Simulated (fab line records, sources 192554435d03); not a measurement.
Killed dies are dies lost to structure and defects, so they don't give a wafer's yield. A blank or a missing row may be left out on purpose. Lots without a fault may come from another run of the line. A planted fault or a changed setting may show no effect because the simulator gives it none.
fab line records | flow n5_finfet
record lots=4 wafers=12 last_day=20
route steps=1938 shown BEOL_M3@947 BEOL_M4@1111 PASSIVATION@1936
lots that met no fault: from a run of the same line without faults
start_h: hours from the record's first day to the start of the lot's first wafer shown | wait_h: hours since the lot's step before | " the same as in the row above | L1.1+2: a row that stands for several wafers | - no value, or no start given | * or withheld: withheld | < > ~ a bound
route shown NAME@n: a module of which the file shows steps, and the number in the route of the first | usual: mean/standard deviation of fault-free wafers | same: alike in all rows | chamber/n: place in a boat | sites: the reading at each site | _std_site: their standard deviation | _edge_site: outer sites' mean less inner sites' | radius_mm: how far each site lies from the wafer's centre | mask NAME#n: copy n | behind: the tool/chamber that last shaped the wafer | hold: why the lot was held/for how many hours/how that ended | device: the transistor (n, p or np) that didn't switch | end of line: the same wafers' tests at the end of the route | a step without rows: its recipe alone | killed: dies lost to structure and defects at the first sort, not the wafer's yield | map: a wafer's dies, x killed, . not, _ none there
set.NAME: the setting as run; set.NAME@STEP: as run at that earlier step | model.NAME: the simulator's own value behind a step, which no gauge read
lots at some steps of the route; a table a step, a row a wafer
services: from which hour (start_h, from the record's first day; less than 0 if before it) a tool's chamber was out of use, for how many hours, and why
## steps
# step N5_BEOL_M3_DESCUM_16
# recipe chemistry=O2 time_s=7 source_power_w=50 bias_power_w=20 pressure_mtorr=20 rf_frequency_hz=2.712e+07 temp_c=40 resist=CAR-EUV o2_flow_sccm=225
# step N5_BEOL_M3_ETCH_74
# recipe chemistry=N2/H2 target=underlayer target_depth_a=65 mask_material=CAR-EUV time_s=5.2 ion_energy_ev=200 pressure_mtorr=30 source_w=840 bias_w=150 n2_flow_sccm=200 h2_flow_sccm=200 ends=cleared
# step N5_BEOL_M3_ETCH_63
# recipe chemistry=CF4 target=SiARC target_depth_a=156 mask_material=CAR-EUV time_s=26 ion_energy_ev=80 pressure_mtorr=40 source_w=545 bias_w=36 Ar_flow_sccm=100 cf4_flow_sccm=100 ends=cleared
# step N5_BEOL_M3_ETCH_64
# recipe chemistry=N2/H2 target=SOC target_depth_a=750 overetch_a=150 mask_material=SiARC temp_c=40 time_s=112.5 ion_energy_ev=200 pressure_mtorr=30 source_w=840 bias_w=150 n2_flow_sccm=200 h2_flow_sccm=200
# step N5_BEOL_M3_STRIP_65
# recipe chemistry=N2/H2 temp_c=40 n2_flow_sccm=200 h2_flow_sccm=200 rf_frequency_hz=6e+07
# step N5_BEOL_M3_STRIP_75
# recipe chemistry=N2/H2 temp_c=40 n2_flow_sccm=200 h2_flow_sccm=200 rf_frequency_hz=6e+07
# step N5_BEOL_M3_STRIP_66
# recipe chemistry=CF4 resist=SiARC power_w=300 bias_power_w=75 pressure_mtorr=50 cf4_flow_sccm=150 rf_frequency_hz=6e+07
# step N5_BEOL_M3_HM_OPEN_17
# recipe chemistry=Cl2/BCl3 target_depth_a=200 overetch_a=60 target=TiN mask_material=SOC ion_energy_ev=150 pressure_mtorr=10 icp_w=1000 bias_w=126 Cl2_flow_sccm=53.25 bcl3_flow_sccm=21.75 Ar_flow_sccm=25
# step N5_BEOL_M3_STRIP_19
# recipe chemistry=O2 power_w=400 temp_c=40 pressure_mtorr=30 rf_frequency_hz=6e+07 bias_power_w=0 overash_fraction=0.2 o2_flow_sccm=225
# step N5_BEOL_M3_COAT_67
# recipe resist=SOC temp_c=250 time_s=60 spin_rpm=1500 resist_thk_nm=60
# step N5_BEOL_M3_COAT_68
# recipe resist=SiARC temp_c=220 time_s=60 spin_rpm=1500 resist_thk_nm=12
# step N5_BEOL_M3_COAT_76
# recipe resist=underlayer temp_c=205 time_s=60 spin_rpm=1500 resist_thk_nm=5
# usual spin_speed_rpm=1500.1/0.95
# columns lot.wafer tool chamber start_h wait_h spin_speed_rpm
L753.1 litho_track-05 0 227.50 - 1500.2
L753.2 " 0 " " 1501.0
L753.3 " 0 " " 1499.7
L757.1 litho_track-05 0 284.19 - 1431.8
L757.2 " 0 " " 1432.1
L757.6 " 0 " " 1433.9
L762.1 litho_track-05 0 284.89 - 1435.4
L762.5 " 0 " " 1433.1
L762.6 " 0 " " 1431.7
L765.2 litho_track-02 0 304.18 - 1501.0
L765.3 " 0 " " 1499.5
L765.5 " 0 " " 1500.9
# step N5_BEOL_M3_COAT_22
# recipe resist=CAR-EUV spin_rpm=1500 resist_thk_nm=30
# step N5_BEOL_M3_EBR_24
# recipe solvent=PGMEA ebr_width_mm=1.5
# step N5_BEOL_M3_SOFTBAKE_23
# recipe temp_c=110 time_s=60 resist=CAR-EUV
# step N5_BEOL_M3_EXPOSE_25
# recipe mask_id=V2 na=0.33 source_shape=quasar sigma_inner=0.2 sigma_outer=0.8 polarization=unpolarized defocus_nm=5 dose_mj=63
# step N5_BEOL_M3_PEB_26
# recipe peb_temp_c=100 peb_time_s=60 resist=CAR-EUV
# step N5_BEOL_M3_DEVELOP_27
# recipe develop_time_s=30 developer=TMAH resist=CAR-EUV rinse_liquid=surfactant_rinse dry=air_spin dev_temp_c=23
# step N5_BEOL_M3_DESCUM_33
# recipe chemistry=O2 time_s=7 source_power_w=50 bias_power_w=20 pressure_mtorr=20 rf_frequency_hz=2.712e+07 temp_c=40 resist=CAR-EUV o2_flow_sccm=225
# step N5_BEOL_M3_ETCH_77
# recipe chemistry=N2/H2 target=underlayer target_depth_a=65 mask_material=CAR-EUV time_s=5.2 ion_energy_ev=200 pressure_mtorr=30 source_w=840 bias_w=150 n2_flow_sccm=200 h2_flow_sccm=200 ends=cleared
# usual drypump_motor_current_A=6.0/0.32 etch_rf_on_time_s=5.12/0.13 oes_product_au=0.70/0.069 rf_vpp_V=523/3.3 showerhead_plenum_p_Torr=2.52/0.1 throttle_valve_pct=17.82/0.28
# columns lot.wafer tool chamber start_h wait_h drypump_motor_current_A etch_rf_on_time_s oes_product_au rf_hours_counter_h rf_vpp_V showerhead_plenum_p_Torr throttle_valve_pct model.etch.depth_nm
L753.1 rie_diel-01 2 227.95 0.0 6.1 4.96 0.81 11 525 2.61 17.61 4.981
L753.2 " 3 " " 6.4 5.20 0.65 168 528 2.65 18.20 4.99
L753.3 " 1 " " 6.1 5.28 0.66 126 522 2.46 17.92 5.017
L757.1 rie_diel-01 3 285.09 0.0 6.3 5.26 0.65 186 525 2.64 18.24 5.098
L757.2 " 1 " " 6.1 5.34 0.64 141 520 2.45 17.97 5.1
L757.6 " 1 " " 6.1 5.36 0.66 - 522 2.45 17.93 5.094
L762.1 rie_diel-01 2 285.33 0.0 6.0 5.05 0.76 30 525 2.61 17.61 5.087
L762.5 " 2 " " 6.1 5.08 0.76 - 527 2.61 17.62 5.111
L762.6 " 3 " " 6.3 5.31 0.64 - 525 2.64 18.22 5.094
L765.2 rie_diel-04 2 305.09 0.0 5.9 5.30 0.72 62 523 2.47 17.74 4.984
L765.3 " 3 " " 5.2 4.95 0.73 74 521 2.58 17.87 4.972
L765.5 " 2 " " 5.9 5.24 0.72 - 521 2.47 17.74 4.967
# step N5_BEOL_M3_ETCH_69
# recipe chemistry=CF4 target=SiARC target_depth_a=156 mask_material=CAR-EUV time_s=26 ion_energy_ev=80 pressure_mtorr=40 source_w=545 bias_w=36 Ar_flow_sccm=100 cf4_flow_sccm=100 ends=cleared
# step N5_BEOL_M4_RC_MEAS_101
# usual DIBL_N=37.0/1.6 DIBL_P=37.0/2.1 IOFF_N=0.17/0.032 IOFF_P=0.22/0.043 ION_N=679/13 ION_P=465/9.5 SS_N=71.7/0.59 SS_P=73.6/0.64 VT_N=249/3.2 VT_P=-249/4.1
# columns lot.wafer tool chamber start_h wait_h DIBL_N[mV/V] DIBL_P[mV/V] IOFF_N[nA/um] IOFF_P[nA/um] ION_N[uA/um] ION_P[uA/um] SS_N[mV/dec] SS_P[mV/dec] VT_N[mV] VT_P[mV]
L753.1 prober-01 0 295.44 0.0 38.4 38.4 0.21 0.25 704 481 71.6 74.5 245 -246
L753.2 " 0 " " 35.2 35.1 0.14 0.19 687 471 70.6 72.8 252 -250
L753.3 " 0 " " 38.4 38.3 0.19 0.24 688 464 71.5 74.5 248 -247
L757.1 prober-02 0 341.62 0.0 40.0 40.1 0.22 0.31 690 479 72.0 75.0 247 -243
L757.2 " 0 " " 36.0 35.6 0.15 0.24 681 478 71.6 73.0 248 -246
L757.6 " 0 " " 40.4 40.5 0.23 0.33 694 482 72.9 74.8 246 -240
L762.1 prober-01 0 342.33 0.1 35.2 37.7 0.17 0.25 672 468 72.0 73.5 249 -245
L762.5 " 0 " " 38.7 41.7 0.24 0.31 704 474 73.0 74.5 244 -244
L762.6 " 0 " " 33.5 36.7 0.14 0.23 671 469 70.9 73.7 255 -247
L765.2 prober-01 0 368.06 0.2 37.4 37.4 0.17 0.23 680 463 72.0 73.3 249 -249
L765.3 " 0 " " 34.9 35.9 0.15 0.20 690 465 70.8 73.0 249 -253
L765.5 " 0 " " 36.4 36.4 0.17 0.21 680 466 71.1 73.7 247 -253
# step N5_PASSIVATION_PROBE_49
# usual defect_limited_yield=91.2/1.6 killed_at_M0_to_M3=33/11 killed_at_M4_up=14/5 killed_at_contacts=12/5.8 killed_at_front_end=41/12 killed_at_other=3.5/2.9 killed_dies=104/19 killed_open=68/14 killed_short=34/8.8 sort_bin_4_leakage=0.00/0.017 sort_bin_5_function=5.2/1.1 sort_bin_6_memory=3.2/0.71 sort_n_pass=1076/19 sort_yield_pct=91.2/1.6
# same gross_dies=1180 killed_at_back_side=0 sort_bin_8_speed[%]=0
# columns lot.wafer tool chamber start_h wait_h defect_limited_yield[%] killed_at_M0_to_M3 killed_at_M4_up killed_at_contacts killed_at_front_end killed_at_other killed_dies killed_open killed_short sort_bin_4_leakage[%] sort_bin_5_function[%] sort_bin_6_memory[%] sort_n_pass sort_yield_pct[%]
L753.2 prober-02 - 397.91 0.1 90.8 22 14 20 52 1 109 84 25 0 5.5 3.6 1071 90.8
L753.3 prober-02 - 397.96 0.1 89.4 34 11 8 68 4 125 67 50 0 5.6 3.8 1055 89.4
L762.1 prober-01 - 449.61 0.0 91.2 34 15 15 30 10 104 68 36 0 5.3 3.1 1076 91.2
L762.5 prober-01 - 449.81 0.2 92.6 31 10 10 35 1 87 58 27 0 4.6 2.5 1093 92.6
L762.6 prober-01 - 449.86 0.3 92.7 20 17 19 28 2 86 60 26 0 3.9 2.8 1094 92.7
L765.2 prober-01 - 468.95 0.1 90.6 48 12 7 40 4 111 68 43 0 5.3 3.5 1069 90.6
L765.3 prober-01 - 469.00 0.1 86.7 59 15 19 51 13 157 105 52 0 7.7 5.3 1023 86.7
# killed by level:class
L753.2 MOL_CONTACT_COAG:geometric_particle:open=18 FIN_SAQP:geometric_particle:open=15 STI_FIN_REVEAL:geometric_particle:open=15 BEOL_M3:geometric_particle:open=12 FIN_SAQP:geometric_particle:short=10 BEOL_M4:geometric_particle:open=7 BEOL_M4:geometric_particle:short=3 ILD0:geometric_particle:open=3
L753.3 STI_FIN_REVEAL:geometric_particle:open=13 FIN_SAQP:geometric_particle:open=12 FIN_SAQP:geometric_particle:short=11 BEOL_M0_SAQP:geometric_particle:short=10 MOL_CONTACT_COAG:geometric_particle:open=7 HKMG_FIN:area_etch=7 DUMMY_GATE:geometric_particle:open=6 BEOL_M0_SAQP:geometric_particle:open=6
L762.1 MOL_CONTACT_COAG:geometric_particle:open=12 BEOL_M0_SAQP:geometric_particle:short=8 BEOL_M2:geometric_particle:open=7 FIN_SAQP:geometric_particle:open=6 BEOL_M0_SAQP:geometric_particle:open=6 GATE_CUT:geometric_particle:open=5 BEOL_M3:geometric_particle:open=5 BEOL_M4:geometric_particle:open=5
L762.5 BEOL_M3:geometric_particle:open=9 BEOL_M0_SAQP:geometric_particle:open=8 FIN_SAQP:geometric_particle:open=7 MOL_CONTACT_COAG:geometric_particle:open=7 GATE_CUT:geometric_particle:open=5 BEOL_M2:geometric_particle:open=5 BEOL_M4:geometric_particle:open=5 GATE_CUT:geometric_particle:short=4
L762.6 MOL_CONTACT_COAG:geometric_particle:open=14 FIN_SAQP:geometric_particle:open=12 BEOL_M0_SAQP:geometric_particle:open=8 MOL_CONTACT_COAG:geometric_particle:short=5 BEOL_M3:geometric_particle:open=5 BEOL_M5:geometric_particle:short=5 FIN_SAQP:geometric_particle:short=3 BEOL_M4:geometric_particle:open=3
L765.2 BEOL_M0_SAQP:geometric_particle:open=13 BEOL_M2:geometric_particle:open=13 FIN_SAQP:geometric_particle:short=10 BEOL_M0_SAQP:geometric_particle:short=10 STI_FIN_REVEAL:geometric_particle:open=9 DUMMY_GATE:geometric_particle:open=7 FIN_SAQP:geometric_particle:open=5 MOL_CONTACT_COAG:geometric_particle:open=4
L765.3 STI_FIN_REVEAL:geometric_particle:open=18 MOL_CONTACT_COAG:geometric_particle:open=15 BEOL_M2:geometric_particle:open=14 BEOL_M0_SAQP:geometric_particle:open=13 BEOL_M0_SAQP:geometric_particle:short=11 BEOL_M4:geometric_particle:open=8 FIN_SAQP:geometric_particle:short=7 BEOL_M1:geometric_particle:open=7
## services
# columns tool chamber start_h hours kind
litho_track-05 - 239.01 - consumable_replace:filter
rie_diel-01 1 259.69 10.5 repair
rie_diel-04 3 278.30 9.8 repair
## key
first_sign step=N5_BEOL_M3_COAT_76 reading=spin_speed_rpm direction=down sigmas=71 usual=* struck=*
effect none on later readings
model_effect step=N5_BEOL_M3_ETCH_77 value=etch.depth_nm without=4.983 struck=5.097
met_at N5_BEOL_M3_COAT_76
struck_wafers L757.1,L757.2,L757.6,L762.1,L762.5,L762.6
onset_between 227.50 284.19
fault kind=process_parameter_drift tool=litho_track-05 chamber=- onset_h=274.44 steps=N5_BEOL_M3_COAT_76 channel=spin_rpm offset=* shape=step end_h=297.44 acts_in=* stated=*
